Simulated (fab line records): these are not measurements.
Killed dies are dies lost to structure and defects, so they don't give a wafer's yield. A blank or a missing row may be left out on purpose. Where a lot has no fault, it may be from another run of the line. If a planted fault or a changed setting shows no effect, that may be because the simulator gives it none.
What tool caused it? + flow n5-finfet + 7 lots with 21 wafers sampled at 4 steps, on a route of 1938 steps

## WHAT THE GAUGES SHOWED, per wafer
N5_BEOL_M7_CD_MEAS_18: pitch 80 nm, target cd 40 nm.
| lot  | measured     | on        | cd-nm (nm)     |
|------|--------------|-----------|----------------|
| L884 | day 9 10:47  | cd-sem-02 | 39.7 39.0 39.6 |
| L885 | day 10 07:31 | cd-sem-03 | 40.5 39.9 40.9 |
| L888 | day 10 18:17 | cd-sem-02 | 40.3 39.6 40.3 |
| L892 | day 12 01:46 | cd-sem-01 | - - -          |
| L894 | day 12 07:56 | cd-sem-01 | - - -          |
| L900 | day 13 21:20 | cd-sem-01 | 40.6 41.8 39.9 |
| L902 | day 14 09:19 | cd-sem-03 | 40.3 39.9 39.3 |

## EACH LOT AND THE TOOL THAT RAN IT (in order: tool; ch and the chambers of the sampled wafers; start)
| lot  | N5_BEOL_M6_SPUTTER_48        | N5_BEOL_M7_HM_DEP_02         | N5_BEOL_M7_HM_OPEN_17             |
|------|------------------------------|------------------------------|-----------------------------------|
| L884 | pvd-sputter-02, day 9 06:36  | pvd-sputter-03, day 9 09:38  | rie-metal-01 ch 0,1, day 9 10:34  |
| L885 | pvd-sputter-01, day 10 03:31 | pvd-sputter-02, day 10 06:28 | rie-metal-01 ch 0,1, day 10 07:20 |
| L888 | pvd-sputter-02, day 10 14:32 | pvd-sputter-02, day 10 17:14 | rie-metal-02 ch 0,1, day 10 18:08 |
| L892 | pvd-sputter-02, day 11 22:41 | pvd-sputter-03, day 12 00:40 | rie-metal-01 ch 0,1, day 12 01:32 |
| L894 | pvd-sputter-01, day 12 04:08 | pvd-sputter-01, day 12 06:57 | rie-metal-02 ch 0,1, day 12 07:45 |
| L900 | pvd-sputter-01, day 13 17:11 | pvd-sputter-03, day 13 20:11 | rie-metal-03 ch 0,1, day 13 21:09 |
| L902 | pvd-sputter-03, day 14 05:18 | pvd-sputter-01, day 14 08:07 | rie-metal-02 ch 1, day 14 09:01   |
- N5_BEOL_M6_SPUTTER_48: material Cu, target thk 10 nm, time 1.667 s.
- N5_BEOL_M7_HM_DEP_02: deposits TiN, target thk 20 nm.
- N5_BEOL_M7_HM_OPEN_17: chemistry Cl2/BCl3, target TiN, target depth 20 nm, overetch 6 nm.

## THE ANSWER, worked out from the rows above alone
Rule: the lots themselves supply what counts as usual. The widest of any qualifying gaps counts: lots, ordered by their means at a reading, are off when they make up no more than a third of the lots, leave a main group of 4 or more, and stand apart from it by 3 or more times the standard deviation of that group's means. A main group is skipped when, at the precision printed for the reading in the tables above, its means are all equal. A lot without any number at a reading at which 4 lots or more have one is off too. Where the step has rows for the other lots, those lots are counted as sound.
Off: L892, L894, at N5_BEOL_M7_CD_MEAS_18 (cd-nm). Without a number there: L892, L894. The main group has a mean of 40.1 nm with a standard deviation of 0.46.
A tool fits if, at a process step before that reading, it ran every lot that is off, and no sound lot after the first of them. Those tools and the gauges at N5_BEOL_M7_CD_MEAS_18 are tried in the same way. None of those tried fits.

## WHAT THE SIMULATOR HAD INSERTED
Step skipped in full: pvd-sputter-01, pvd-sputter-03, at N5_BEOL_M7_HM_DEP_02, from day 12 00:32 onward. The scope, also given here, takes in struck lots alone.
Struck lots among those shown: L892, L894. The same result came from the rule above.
